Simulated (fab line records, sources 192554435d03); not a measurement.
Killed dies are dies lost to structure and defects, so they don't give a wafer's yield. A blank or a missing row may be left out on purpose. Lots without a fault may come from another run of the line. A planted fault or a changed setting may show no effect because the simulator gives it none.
A struck lot beside a sound one | flow n5_finfet | 15 steps out of a route of 1938
Sound: wafers L281.1, L281.3, L281.6. Struck: wafers L285.2, L285.5, L285.6. The cause comes at the end.
At each step with rows: each side's tool, then ch and its chambers, then its first start. Under that, the readings that differ: sound wafers | struck wafers | difference of the means | sigmas: that difference in standard deviations of wafers without a fault.
alike: readings whose means differ by less than 2 such deviations, and words and numbers that are the same on both sides. not compared: withheld readings, readings that some wafer has no value for, bounds like >300 that may hide the same value, and numbers for which the record gives no deviation and whose values overlap.
The two part at a step that has a row with sigmas, a row that says differs or no value, or rows on one side only. Numbers that don't overlap but have no deviation are shown without sigmas and don't part them. A reading that every wafer of one side lacks parts them only if that side has two wafers or more.

first, 4 steps without rows for these wafers: N5_DUMMY_GATE_ETCH_36 (etches SiARC in CF4, target depth 13 nm); N5_DUMMY_GATE_ETCH_37 (etches SOC in N2/H2, target depth 60 nm, overetch 30 nm); N5_DUMMY_GATE_STRIP_38 (strips in N2/H2); N5_DUMMY_GATE_STRIP_39 (strips in N2/H2).
N5_DUMMY_GATE_TRIM_49: chemistry O2, time 29 s, target cd 14 nm.
  sound on rie_si-02 ch 0,2,3, day 3 12:33; struck on rie_si-02 ch 0,2, day 4 09:58
  alike: chamber_pressure_mTorr, drypump_motor_current_A, oes_product_au, throttle_valve_pct
  not compared: rf_hours_counter_h
then, 1 step without rows for these wafers: N5_DUMMY_GATE_STRIP_40 (strips in CF4).
N5_DUMMY_GATE_CD_MEAS_50: target cd 14 nm.
  sound on cd_sem-03, day 3 12:42; struck on cd_sem-03, day 4 10:07
  alike: cd_nm
N5_DUMMY_GATE_ETCH_31: etches SiO2 in C4F6/O2, target depth 82.5 nm, time 27.5 s.
  sound on rie_diel-03 ch 0,3, day 3 12:46; struck on rie_diel-05 ch 0,1,2, day 4 10:10
  alike: chamber_pressure_mTorr, drypump_motor_current_A, oes_o_777_au, oes_product_au, rf_vpp_V, showerhead_plenum_p_Torr, throttle_valve_pct
  not compared: rf_hours_counter_h
then, 1 step without rows for these wafers: N5_DUMMY_GATE_STRIP_41 (strips in O2).
N5_DUMMY_GATE_HM_OPEN_21: chemistry CH3F/O2, target SiNx, target depth 120 nm, time 171.4 s.
  sound on rie_diel-03 ch 0,3, day 3 12:50; struck on rie_diel-05 ch 0,1,2, day 4 10:25
  alike: chamber_pressure_mTorr, drypump_motor_current_A, oes_o_777_au, oes_product_au, rf_vpp_V, showerhead_plenum_p_Torr, throttle_valve_pct
  not compared: rf_hours_counter_h
N5_DUMMY_GATE_ETCH_32: etches SiO2 in CF4, target depth 3.5 nm, time 3.9 s.
  sound on rie_si-04 ch 0,1,2, day 3 13:00; struck on rie_si-04 ch 0,1,2, day 4 10:34
  alike: cf4_flow_sccm, chamber_pressure_mTorr, drypump_motor_current_A, oes_product_au, throttle_valve_pct
  not compared: rf_hours_counter_h
N5_DUMMY_GATE_ETCH_23: etches poly-Si in HBr/Cl2/O2, target depth 41 nm, time 22.3 s.
  sound on rie_si-04 ch 0,1,2, day 3 13:02; struck on rie_si-04 ch 0,1,2, day 4 10:36
  alike: chamber_pressure_mTorr, drypump_motor_current_A, mfc_cl2_sccm, oes_o_777_au, oes_product_au, throttle_valve_pct
  not compared: rf_hours_counter_h
N5_DUMMY_GATE_ETCH_44: etches poly-Si in HBr/O2, stops on SiO2, target depth 127.5 nm.
  sound on rie_si-04 ch 0,1,2, day 3 13:05; struck on rie_si-04 ch 0,1,2, day 4 10:40
  reading                                     | sound             | struck               | difference | sigmas
  oes_product_au (a.u.)                       | 0.730 0.749 0.756 | 0.682 0.668 0.680    | -0.068     | -5
  over_etch_frac                              | 0.7 0.7 0.7       | 1.0924 1.0924 1.0924 | +0.3924    |
  model.SiO2_of_DUMMY_GATE_ALD_02.thk_nm (nm) | 2 2 2             | 1.6 1.6 1.6          | -0.4       |
  alike: chamber_pressure_mTorr, drypump_motor_current_A, throttle_valve_pct
  not compared: rf_hours_counter_h
N5_DUMMY_GATE_CD_MEAS_24: target cd 15 nm.
  sound on cd_sem-02, day 3 13:12; struck on cd_sem-03, day 4 10:46
  alike: cd_nm
-- the record jumps here: 5 days lie between the struck wafers' starts before and after (it left off in module DUMMY_GATE and takes up again in module BEOL_M4, whose first step shown is number 1111 of the route) --
N5_BEOL_M4_RC_MEAS_101:
  sound on prober-01 ch 0, day 8 02:25; struck on prober-01 ch 0, day 9 07:37
  reading       | sound                | struck               | difference | sigmas
  ION_P (uA/um) | 454 451 451          | 463 465 464          | +12        | +2
  VT_P (mV)     | -256.8 -255.5 -255.5 | -247.7 -249.5 -249.1 | +7.2       | +3
  alike: DIBL_N, DIBL_P, IOFF_N, IOFF_P, ION_N, SS_N, SS_P, VT_N

WHERE THEY PART
First at N5_DUMMY_GATE_ETCH_44; last, within this record, at N5_BEOL_M4_RC_MEAS_101.

WHY: what the simulator had put in
Process parameter drift: rie_si-04, from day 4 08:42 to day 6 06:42, at N5_DUMMY_GATE_ETCH_44. Setting over_etch_frac, moved by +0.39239, from 0.7. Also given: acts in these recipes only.
